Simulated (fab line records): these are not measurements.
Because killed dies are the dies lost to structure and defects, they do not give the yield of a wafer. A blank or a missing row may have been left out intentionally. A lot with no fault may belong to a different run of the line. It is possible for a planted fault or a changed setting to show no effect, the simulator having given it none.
fab line records + flow nand-harc
record:
- lots: 13
- wafers: 39
- last-day: 23
route steps=1159 shown A_STAIRCASE@584
lots with no fault: from the same line, run without faults
start-h: hours from the record's first day to the start of the lot's first wafer shown + wait-h: hours since the lot's step before + " same as the row above + L1.1+2: a single row standing in for several wafers + - no value, or no start given + * or withheld: withheld + < > ~ a bound
route shown NAME@n: a module of which the file shows steps, and the number in the route of the first + usual: the fault-free wafers' mean and standard deviation + same: alike in all rows + chamber/n: place in a boat + sites: the reading at each site + _std_site: their standard deviation + _edge_site: outer sites' mean less inner sites' + radius-mm: how far each site lies from the wafer's centre + mask NAME#n: copy n + behind: the most recent tool/chamber to have shaped the wafer + hold: reason for holding the lot/hours on hold/outcome of the hold + device: the n, p or np transistor that did not switch + end of line: the tests these same wafers got at the end of their route + where a step has no rows: the recipe by itself + killed: the dies lost at the first sort to structure and to defects; this is not the yield of the wafer + map: dies across one wafer; x = killed, . = not, _ = none there
set.NAME: setting as actually run; set.NAME@STEP: the setting as run at that earlier step + model.NAME: the simulator's own value behind a step, which no gauge read
one table for each step of the route and one row for each wafer, over a sample of lots
services: the hour from which a tool's chamber was out of use, counted from the record's first day as start-h (under 0 if before that day), plus the number of hours and why
== steps ==
step: NHARC_A_STAIRCASE_ETCH_190
recipe:
- target-depth-a: 1000
- time-s: 40.5
- ion-energy-ev: 400
- c4f8-flow-sccm: 20
- o2-flow-sccm: 10
- ar-flow-sccm: withheld
- rf-w: 600
- bias-w: 1000
- chemistry: C4F8/O2
usual:
- oes-product-au: 0.945/0.013
- rf-vpp-V: 894/5.3
| lot.wafer | tool        | chamber | start-h | wait-h | oes-product-au | rf-hours-counter-h | rf-vpp-V |
|-----------|-------------|---------|---------|--------|----------------|--------------------|----------|
| L403.2    | rie-diel-02 | 2       | -       | -      | 0.928          | 28                 | 890      |
| L403.1    | "           | 1       | "       | "      | 0.938          | 28                 | 890      |
| L403.5    | "           | 1       | "       | "      | 0.940          | -                  | 889      |
| L404.1    | rie-diel-01 | 2       | -       | -      | 0.942          | 36                 | 901      |
| L404.4    | "           | 1       | "       | "      | 0.936          | 36                 | 889      |
| L404.5    | "           | 2       | "       | "      | 0.941          | -                  | 899      |
| L406.4    | rie-diel-13 | 2       | -       | -      | 0.914          | 55                 | 886      |
| L406.2    | "           | 3       | "       | "      | 0.918          | 58                 | 894      |
| L406.6    | "           | 3       | "       | "      | 0.914          | -                  | 893      |
| L407.1    | rie-diel-01 | 1       | -       | -      | 0.956          | 46                 | 891      |
| L407.3    | "           | 3       | "       | "      | 0.944          | 47                 | 897      |
| L407.5    | "           | 0       | "       | "      | 0.950          | -                  | 890      |
| L409.3    | rie-diel-13 | 2       | -       | -      | 0.954          | 59                 | 886      |
| L409.4    | "           | 3       | "       | "      | 0.956          | 62                 | 894      |
| L409.5    | "           | 1       | "       | "      | 0.948          | -                  | 890      |
| L408.2    | rie-diel-01 | 2       | -       | -      | 0.943          | 47                 | 899      |
| L408.5    | "           | 2       | "       | "      | 0.945          | -                  | 900      |
| L408.6    | "           | 3       | "       | "      | 0.935          | -                  | 896      |
| L411.1    | rie-diel-02 | 2       | -       | -      | 0.932          | 46                 | 891      |
| L411.6    | "           | 3       | "       | "      | 0.942          | -                  | 903      |
| L411.5    | "           | 0       | "       | "      | 0.925          | -                  | 897      |
| L410.2    | rie-diel-13 | 0       | -       | -      | 0.951          | 2                  | 894      |
| L410.5    | "           | 0       | "       | "      | 0.940          | -                  | 895      |
| L410.6    | "           | 1       | "       | "      | 0.950          | -                  | 889      |
| L413.4    | rie-diel-13 | 2       | -       | -      | 0.967          | 6                  | 906      |
| L413.1    | "           | 3       | "       | "      | 0.942          | 5                  | 894      |
| L413.3    | "           | 0       | "       | "      | 0.959          | 6                  | 896      |
| L412.2    | rie-diel-13 | 2       | -       | -      | 0.959          | 7                  | 905      |
| L412.3    | "           | 3       | "       | "      | 0.927          | 7                  | 893      |
| L412.1    | "           | 1       | "       | "      | 0.944          | 8                  | 889      |
| L415.1    | rie-diel-13 | 3       | -       | -      | 0.942          | 11                 | 893      |
| L415.2    | "           | 0       | "       | "      | 0.946          | 12                 | 895      |
| L415.3    | "           | 1       | "       | "      | 0.942          | 14                 | 892      |
| L416.1    | rie-diel-13 | 0       | -       | -      | 0.959          | 23                 | 896      |
| L416.4    | "           | 2       | "       | "      | 0.953          | 24                 | 906      |
| L416.6    | "           | 0       | "       | "      | 0.958          | -                  | 897      |
| L422.1    | rie-diel-02 | 1       | -       | -      | 0.960          | 3                  | 889      |
| L422.2    | "           | 3       | "       | "      | 0.949          | 3                  | 902      |
| L422.6    | "           | 2       | "       | "      | 0.943          | -                  | 888      |
step: NHARC_A_STAIRCASE_ETCH_192
recipe:
- target-depth-a: 1000
- time-s: 40.5
- ion-energy-ev: 400
- c4f8-flow-sccm: 20
- o2-flow-sccm: 10
- ar-flow-sccm: withheld
- rf-w: 600
- bias-w: 1000
- chemistry: C4F8/O2
usual:
- oes-product-au: 0.944/0.01
- rf-vpp-V: 894/5.3
| lot.wafer | tool        | chamber | start-h | wait-h | oes-product-au | rf-hours-counter-h | rf-vpp-V |
|-----------|-------------|---------|---------|--------|----------------|--------------------|----------|
| L403.2    | rie-diel-02 | 2       | -       | -      | 0.940          | 28                 | 891      |
| L403.1    | "           | 0       | "       | "      | 0.945          | 29                 | 899      |
| L403.5    | "           | 1       | "       | "      | 0.948          | -                  | 889      |
| L404.1    | rie-diel-01 | 0       | -       | -      | 0.945          | 37                 | 890      |
| L404.4    | "           | 2       | "       | "      | 0.941          | 36                 | 900      |
| L404.5    | "           | 0       | "       | "      | 0.945          | -                  | 891      |
| L406.4    | rie-diel-13 | 0       | -       | -      | 0.923          | 59                 | 896      |
| L406.2    | "           | 3       | "       | "      | 0.930          | 58                 | 895      |
| L406.6    | "           | 1       | "       | "      | 0.935          | -                  | 889      |
| L407.1    | rie-diel-01 | 3       | -       | -      | 0.940          | 47                 | 897      |
| L407.3    | "           | 0       | "       | "      | 0.945          | 48                 | 890      |
| L407.5    | "           | 2       | "       | "      | 0.952          | -                  | 900      |
| L409.4    | rie-diel-13 | 1       | -       | -      | 0.949          | 61                 | 890      |
| L409.3    | "           | 2       | "       | "      | 0.940          | 60                 | 887      |
| L409.5    | "           | 1       | "       | "      | 0.939          | -                  | 890      |
| L408.2    | rie-diel-01 | 2       | -       | -      | 0.945          | 47                 | 899      |
| L408.5    | "           | 0       | "       | "      | 0.939          | -                  | 891      |
| L408.6    | "           | 1       | "       | "      | 0.951          | -                  | 891      |
| L411.1    | rie-diel-02 | 3       | -       | -      | 0.948          | 35                 | 903      |
| L411.6    | "           | 0       | "       | "      | 0.935          | -                  | 898      |
| L411.5    | "           | 1       | "       | "      | 0.942          | -                  | 887      |
| L410.2    | rie-diel-13 | 2       | -       | -      | 0.958          | 1                  | 905      |
| L410.5    | "           | 2       | "       | "      | 0.962          | -                  | 907      |
| L410.6    | "           | 3       | "       | "      | 0.944          | -                  | 895      |
| L413.1    | rie-diel-13 | 3       | -       | -      | 0.939          | 5                  | 894      |
| L413.3    | "           | 0       | "       | "      | 0.965          | 6                  | 896      |
| L413.4    | "           | 1       | "       | "      | 0.974          | 6                  | 890      |
| L412.1    | rie-diel-13 | 1       | -       | -      | 0.941          | 8                  | 890      |
| L412.3    | "           | 2       | "       | "      | 0.945          | 8                  | 906      |
| L412.2    | "           | 3       | "       | "      | 0.935          | 7                  | 893      |
| L415.2    | rie-diel-13 | 3       | -       | -      | 0.935          | 13                 | 893      |
| L415.3    | "           | 0       | "       | "      | 0.951          | 14                 | 895      |
| L415.1    | "           | 1       | "       | "      | 0.930          | 16                 | 887      |
| L416.4    | rie-diel-13 | 3       | -       | -      | 0.942          | 23                 | 892      |
| L416.1    | "           | 2       | "       | "      | 0.953          | 24                 | 904      |
| L416.6    | "           | 0       | "       | "      | 0.953          | -                  | 896      |
| L422.1    | rie-diel-02 | 1       | -       | -      | 0.947          | 3                  | 888      |
| L422.2    | "           | 2       | "       | "      | 0.945          | 3                  | 890      |
| L422.6    | "           | 0       | "       | "      | 0.933          | -                  | 896      |
step: NHARC_A_STAIRCASE_ETCH_194
recipe:
- target-depth-a: 1000
- time-s: 40.5
- ion-energy-ev: 400
- c4f8-flow-sccm: 20
- o2-flow-sccm: 10
- ar-flow-sccm: withheld
- rf-w: 600
- bias-w: 1000
- chemistry: C4F8/O2
usual:
- oes-product-au: 0.944/0.012
- rf-vpp-V: 894/5.5
| lot.wafer | tool        | chamber | start-h | wait-h | oes-product-au | rf-hours-counter-h | rf-vpp-V |
|-----------|-------------|---------|---------|--------|----------------|--------------------|----------|
| L403.1    | rie-diel-02 | 2       | -       | -      | 0.932          | 28                 | 889      |
| L403.2    | "           | 0       | "       | "      | 0.938          | 29                 | 899      |
| L403.5    | "           | 1       | "       | "      | 0.940          | -                  | 889      |
| L404.4    | rie-diel-01 | 3       | -       | -      | 0.929          | 36                 | 897      |
| L404.1    | "           | 0       | "       | "      | 0.941          | 37                 | 890      |
| L404.5    | "           | 3       | "       | "      | 0.936          | -                  | 896      |
| L406.2    | rie-diel-13 | 3       | -       | -      | 0.915          | 58                 | 893      |
| L406.4    | "           | 0       | "       | "      | 0.923          | 59                 | 896      |
| L406.6    | "           | 1       | "       | "      | 0.941          | -                  | 889      |
| L407.1    | rie-diel-01 | 0       | -       | -      | 0.944          | 48                 | 889      |
| L407.3    | "           | 2       | "       | "      | 0.941          | 46                 | 899      |
| L407.5    | "           | 0       | "       | "      | 0.943          | -                  | 889      |
| L409.3    | rie-diel-13 | 0       | -       | -      | 0.928          | 64                 | 896      |
| L409.4    | "           | 1       | "       | "      | 0.942          | 61                 | 890      |
| L409.5    | "           | 3       | "       | "      | 0.940          | -                  | 894      |
| L408.2    | rie-diel-01 | 3       | -       | -      | 0.941          | 47                 | 898      |
| L408.6    | "           | 2       | "       | "      | 0.943          | -                  | 897      |
| L408.5    | "           | 3       | "       | "      | 0.935          | -                  | 896      |
| L411.1    | rie-diel-02 | 2       | -       | -      | 0.933          | 47                 | 890      |
| L411.6    | "           | 0       | "       | "      | 0.951          | -                  | 899      |
| L411.5    | "           | 1       | "       | "      | 0.933          | -                  | 889      |
| L410.2    | rie-diel-13 | 3       | -       | -      | 0.947          | 1                  | 892      |
| L410.6    | "           | 2       | "       | "      | 0.950          | -                  | 906      |
| L410.5    | "           | 3       | "       | "      | 0.947          | -                  | 892      |
| L413.4    | rie-diel-13 | 3       | -       | -      | 0.951          | 5                  | 893      |
| L413.1    | "           | 0       | "       | "      | 0.960          | 6                  | 895      |
| L413.3    | "           | 2       | "       | "      | 0.957          | 6                  | 905      |
| L412.2    | rie-diel-13 | 2       | -       | -      | 0.953          | 8                  | 906      |
| L412.3    | "           | 3       | "       | "      | 0.951          | 7                  | 893      |
| L412.1    | "           | 1       | "       | "      | 0.958          | 8                  | 890      |
| L415.2    | rie-diel-13 | 2       | -       | -      | 0.944          | 13                 | 905      |
| L415.1    | "           | 0       | "       | "      | 0.946          | 14                 | 896      |
| L415.3    | "           | 1       | "       | "      | 0.944          | 16                 | 888      |
| L416.4    | rie-diel-13 | 0       | -       | -      | 0.955          | 23                 | 895      |
| L416.1    | "           | 1       | "       | "      | 0.939          | 26                 | 889      |
| L416.6    | "           | 3       | "       | "      | 0.940          | -                  | 894      |
| L422.2    | rie-diel-02 | 1       | -       | -      | 0.939          | 3                  | 887      |
| L422.1    | "           | 2       | "       | "      | 0.952          | 4                  | 891      |
| L422.6    | "           | 1       | "       | "      | 0.935          | -                  | 890      |
step: NHARC_A_STAIRCASE_TRIM_200
recipe:
- time-s: 211.2
- o2-flow-sccm: 500
- ar-flow-sccm: 0
- bias-w: 0
- chemistry: O2
usual:
- drypump-motor-current-A: 5.7/0.37
- oes-product-au: 1.003/0.0074
- rf-vpp-V: 57.7/0.89
- showerhead-plenum-p-Torr: 3.47/0.14
- throttle-valve-pct: 17.034/0.01
| lot.wafer | tool        | chamber | start-h | wait-h | drypump-motor-current-A | oes-product-au | rf-hours-counter-h | rf-vpp-V | showerhead-plenum-p-Torr | throttle-valve-pct |
|-----------|-------------|---------|---------|--------|-------------------------|----------------|--------------------|----------|--------------------------|--------------------|
| L403.2    | rie-diel-13 | 1       | 246.91  | -      | 6.3                     | 1.015          | 51                 | 57.4     | 3.36                     | 17.043             |
| L403.1    | "           | 2       | "       | "      | 5.6                     | 1.010          | 51                 | 57.7     | 3.27                     | 17.032             |
| L403.5    | "           | 1       | "       | "      | 6.3                     | 1.020          | -                  | 57.5     | 3.36                     | 17.040             |
| L404.1    | rie-diel-02 | 1       | 247.24  | -      | 5.4                     | 1.003          | 29                 | 56.5     | 3.33                     | 17.029             |
| L404.5    | "           | 1       | "       | "      | 5.4                     | 1.005          | -                  | 57.1     | 3.33                     | 17.035             |
| L404.4    | "           | 2       | "       | "      | 5.8                     | 1.002          | -                  | 58.1     | 3.37                     | 17.026             |
| L406.2    | rie-diel-02 | 2       | 258.65  | -      | 5.8                     | 0.999          | 34                 | 57.1     | 3.37                     | 17.061             |
| L406.4    | "           | 0       | "       | "      | 5.2                     | 0.997          | -                  | 58.6     | 3.59                     | 17.056             |
| L406.6    | "           | 1       | "       | "      | 5.4                     | 1.008          | -                  | 59.1     | 3.32                     | 17.028             |
| L407.1    | rie-diel-02 | 0       | 269.01  | -      | 5.2                     | 0.987          | 39                 | 58.7     | 3.59                     | 17.034             |
| L407.3    | "           | 1       | "       | "      | 5.4                     | 0.993          | 40                 | 56.8     | 3.32                     | 17.023             |
| L407.5    | "           | 0       | "       | "      | 5.2                     | 0.997          | -                  | 57.5     | 3.59                     | 17.049             |
| L409.3    | rie-diel-13 | 2       | 269.24  | -      | 5.6                     | 1.006          | 60                 | 56.9     | 3.27                     | 17.038             |
| L409.4    | "           | 3       | "       | "      | 5.5                     | 1.004          | 63                 | 57.8     | 3.47                     | 17.011             |
| L409.5    | "           | 1       | "       | "      | 6.3                     | 1.004          | -                  | 57.7     | 3.36                     | 17.028             |
| L408.2    | rie-diel-01 | 2       | 270.89  | -      | 6.3                     | 1.000          | 47                 | 57.8     | 3.63                     | 17.023             |
| L408.5    | "           | 3       | "       | "      | 5.6                     | 0.989          | -                  | 57.1     | 3.56                     | 17.037             |
| L408.6    | "           | 0       | "       | "      | 5.4                     | 0.997          | -                  | 58.1     | 3.36                     | 17.029             |
| L411.1    | rie-diel-01 | 2       | 288.20  | -      | 6.3                     | 1.012          | 54                 | 58.5     | 3.63                     | 17.033             |
| L411.6    | "           | 2       | "       | "      | 6.3                     | 1.007          | -                  | 58.1     | 3.63                     | 17.039             |
| L411.5    | "           | 3       | "       | "      | 5.6                     | 1.000          | -                  | 58.1     | 3.55                     | 17.040             |
| L410.2    | rie-diel-13 | 2       | 289.28  | -      | 5.6                     | 0.999          | 2                  | 57.0     | 3.81                     | 17.025             |
| L410.5    | "           | 0       | "       | "      | 5.5                     | 1.003          | -                  | 57.8     | 3.52                     | 17.029             |
| L410.6    | "           | 1       | "       | "      | 6.3                     | 0.999          | -                  | 56.7     | 3.36                     | 17.034             |
| L413.3    | rie-diel-01 | 3       | 298.81  | -      | 5.6                     | 0.998          | 59                 | 57.9     | 3.55                     | 17.022             |
| L413.1    | "           | 0       | "       | "      | 5.4                     | 1.006          | 60                 | 57.4     | 3.35                     | 17.038             |
| L413.4    | "           | 2       | "       | "      | 6.3                     | 1.002          | 57                 | 59.1     | 3.63                     | 17.043             |
| L412.2    | rie-diel-13 | 2       | 302.62  | -      | 5.6                     | 1.015          | 8                  | 57.8     | 3.80                     | 17.021             |
| L412.1    | "           | 3       | "       | "      | 5.4                     | 0.998          | 7                  | 57.8     | 3.46                     | 17.051             |
| L412.3    | "           | 0       | "       | "      | 5.5                     | 1.003          | 6                  | 57.0     | 3.51                     | 17.009             |
| L415.2    | rie-diel-13 | 0       | 319.60  | -      | 5.5                     | 1.009          | 14                 | 57.1     | 3.51                     | 17.026             |
| L415.1    | "           | 2       | "       | "      | 5.7                     | 1.003          | 13                 | 57.5     | 3.80                     | 17.035             |
| L415.3    | "           | 3       | "       | "      | 5.4                     | 0.996          | 13                 | 56.9     | 3.46                     | 17.033             |
| L416.1    | rie-diel-02 | 1       | 340.85  | -      | 5.4                     | 0.990          | 1                  | 58.5     | 3.31                     | 17.047             |
| L416.4    | "           | 3       | "       | "      | 6.3                     | 1.012          | 1                  | 56.9     | 3.71                     | 17.033             |
| L416.6    | "           | 0       | "       | "      | 5.2                     | 1.001          | -                  | 57.5     | 3.57                     | 17.045             |
| L422.1    | rie-diel-01 | 0       | 347.38  | -      | 5.4                     | 0.832          | 10                 | 57.6     | 3.34                     | 17.032             |
| L422.2    | "           | 2       | "       | "      | 6.3                     | 1.014          | 9                  | 57.3     | 3.62                     | 17.032             |
| L422.6    | "           | 0       | "       | "      | 5.4                     | 0.824          | -                  | 57.6     | 3.34                     | 17.034             |
== services ==
| tool        | chamber | start-h | hours | kind       |
|-------------|---------|---------|-------|------------|
| rie-diel-13 | -       | 230.64  | 1.0   | repair     |
| rie-diel-13 | 0       | 232.16  | -     | clean      |
| rie-diel-13 | 1       | 232.16  | -     | clean      |
| rie-diel-13 | 2       | 232.16  | -     | clean      |
| rie-diel-13 | 3       | 232.16  | -     | clean      |
| rie-diel-01 | 3       | 237.65  | 6.5   | repair     |
| rie-diel-02 | 3       | 242.74  | 16.8  | repair     |
| rie-diel-13 | 3       | 247.91  | 3.9   | repair     |
| rie-diel-13 | 0       | 256.66  | -     | clean      |
| rie-diel-13 | 1       | 256.66  | -     | clean      |
| rie-diel-13 | 2       | 256.66  | -     | clean      |
| rie-diel-13 | 3       | 256.66  | -     | clean      |
| rie-diel-13 | -       | 276.04  | 9.0   | pm         |
| rie-diel-13 | 0       | 276.04  | 9.0   | vent-cycle |
| rie-diel-13 | 1       | 276.04  | 9.0   | vent-cycle |
| rie-diel-13 | 2       | 276.04  | 9.0   | vent-cycle |
| rie-diel-13 | 3       | 276.04  | 9.0   | vent-cycle |
| rie-diel-13 | 0       | 285.04  | -     | clean      |
| rie-diel-13 | 1       | 285.04  | -     | clean      |
| rie-diel-13 | 0       | 298.36  | 4.0   | repair     |
| rie-diel-01 | -       | 314.80  | 9.0   | pm         |
| rie-diel-02 | -       | 328.15  | 9.0   | pm         |
| rie-diel-01 | 2       | 339.55  | 1.5   | repair     |
| rie-diel-13 | -       | 346.60  | 0.4   | repair     |
== key ==
first-sign:
- step: NHARC_A_STAIRCASE_TRIM_200
- reading: oes-product-au
- direction: down
- sigmas: 24
- usual: 1.003
- struck: 0.828
effect none on later readings
met-at NHARC_A_STAIRCASE_TRIM_200
struck-lots L422
struck-wafers L422.1,L422.6
tester-left-out L422
not-acting-at NHARC_A_STAIRCASE_ETCH_190,NHARC_A_STAIRCASE_ETCH_192,NHARC_A_STAIRCASE_ETCH_194
onset-between 298.81 347.38
fault:
- kind: process-parameter-drift
- tool: rie-diel-01
- chamber: 0
- onset-h: 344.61
- steps: NHARC_A_STAIRCASE_TRIM_200
- channel: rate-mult
- offset: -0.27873
- shape: step
- end-h: 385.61
tester-left-out: of these lots the tester's yield and bins aren't shown, on N5 and GAA mostly nor the transistor test; their killed dies are dies lost to structure and defects alone, not to doping, threshold or leakage, so they don't give the yield
